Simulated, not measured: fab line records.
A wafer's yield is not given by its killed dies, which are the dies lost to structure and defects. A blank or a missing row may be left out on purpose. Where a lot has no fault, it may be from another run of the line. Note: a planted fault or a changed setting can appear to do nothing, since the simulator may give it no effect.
Matching of chambers -- flow n5 finfet -- 4 sister chambers for N5_BEOL_M12_DESCUM_15 on rie diel-01
The step chemistry O2, time 7.9 s. 16 wafers are shown with their chamber, then 8 later ones without.

WAFERS, EACH WITH ITS CHAMBER
wafer,chamber,drypump motor current A (A),showerhead plenum p Torr (Torr),throttle valve pct (%)
L075.2,3,5.2,2.12,20.13
L075.4,0,5.9,2.23,20.00
L075.5,0,5.9,2.23,20.01
L074.2,1,5.3,2.14,20.51
L074.4,3,5.2,2.12,20.13
L074.6,0,5.9,2.23,20.02
L078.1,3,5.2,2.12,20.15
L078.4,1,5.3,2.14,20.51
L078.5,3,5.3,2.12,20.15
L077.1,2,5.9,2.20,20.15
L077.5,3,5.2,2.12,20.14
L077.6,2,5.9,2.20,20.15
L088.1,2,5.9,2.19,20.22
L088.3,3,5.2,2.11,20.17
L088.6,3,5.2,2.11,20.18
L086.2,3,5.3,2.11,20.19

SIGNATURES (means of the wafers above)
reading,chamber 0,chamber 1,chamber 2,chamber 3,scatter within a chamber
drypump motor current A,5.900,5.300,5.900,5.225,0.0354
showerhead plenum p Torr,2.2300,2.1400,2.1967,2.1162,0.0046
throttle valve pct,20.0100,20.5100,20.1733,20.1550,0.0243
Rule: for each reading, subtract the chamber's mean from the wafer's reading, divide by that reading's scatter and square the result; add these up over the readings and take the root, which gives the wafer's distance from the chamber. The wafer belongs to the nearest chamber; if the next one is less than 2 further off, it can't be placed. The scatter: the root of (the sum of the squares of (reading less its chamber's mean) over the shown wafers, divided by (wafers less chambers)).

WAFERS WITHOUT THEIR CHAMBER
wafer,drypump motor current A (A),showerhead plenum p Torr (Torr),throttle valve pct (%)
L086.3,5.9,2.21,20.06
L086.5,5.2,2.11,20.18
L090.4,5.3,2.13,20.16
L090.5,5.9,2.21,20.06
L090.6,5.2,2.11,20.21
L094.1,5.9,2.21,20.07
L094.2,5.2,2.10,20.19
L094.6,5.9,2.18,20.23

WHICH CHAMBER EACH WENT THROUGH
wafer,from the rows above,in truth
L086.3,can't be placed: 0 or 2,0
L086.5,3,3
L090.4,3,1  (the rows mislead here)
L090.5,can't be placed: 0 or 2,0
L090.6,3,3
L094.1,can't be placed: 0 or 2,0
L094.2,3,3
L094.6,2,2
Placed correctly: 4 of 8. Can't be placed from these rows: 3 (the true chamber is among the candidates in 3). Wrongly placed: 1.
